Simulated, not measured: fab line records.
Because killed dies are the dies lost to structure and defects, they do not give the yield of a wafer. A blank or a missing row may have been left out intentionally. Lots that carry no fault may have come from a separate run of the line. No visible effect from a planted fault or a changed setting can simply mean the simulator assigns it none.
Chamber matching :: flow nandHarc :: cmp-02 running NHARC_A_CHANNEL_FILL_D1_CMP_10: 4 sister chambers
The step polishes, target thk 150 nm. 4 wafers are shown with their chamber, then 7 later ones without.

== WAFERS WITH THEIR CHAMBER ==
wafer: L545.2
chamber: 0
motorCurrentA (A): 12.2

wafer: L546.6
chamber: 3
motorCurrentA (A): 13.4

wafer: L548.1
chamber: 2
motorCurrentA (A): 12.4

wafer: L548.2
chamber: 1
motorCurrentA (A): 13.0

== WAFERS MISSING THEIR CHAMBER ==
wafer: L548.4
motorCurrentA (A): 12.5

wafer: L552.1
motorCurrentA (A): 12.3

wafer: L552.2
motorCurrentA (A): 13.3

wafer: L552.4
motorCurrentA (A): 12.1

wafer: L555.3
motorCurrentA (A): 13.0

wafer: L555.5
motorCurrentA (A): 12.7

wafer: L555.6
motorCurrentA (A): 13.3

== CHAMBER TAKEN BY EACH ==
wafer: L548.4
from the rows above: can't be placed: 2 or 0
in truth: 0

wafer: L552.1
from the rows above: can't be placed: 2 or 0
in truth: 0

wafer: L552.2
from the rows above: can't be placed: 3 or 1
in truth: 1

wafer: L552.4
from the rows above: can't be placed: 0 or 2
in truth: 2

wafer: L555.3
from the rows above: 1
in truth: 1

wafer: L555.5
from the rows above: can't be placed: 2 or 1 or 0
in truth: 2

wafer: L555.6
from the rows above: can't be placed: 3 or 1
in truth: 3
Placed correctly: 1 of 7. From these rows, 6 cannot be placed; in 6 the true chamber is one of the candidates. 0 placed wrongly.
How it was worked out, from the rows above alone: a wafer's distance from a chamber is the root of the sum, over the readings, of the square of ((its reading less the chamber's mean) divided by the reading's scatter). If the next closest chamber is less than 2 further off than the closest, the wafer can't be placed; otherwise it belongs to the closest. A chamber's mean is the mean of its shown wafers. The scatter: with one shown wafer a chamber, the root of the mean of the squares of how far each hidden wafer lies from its nearest shown one.
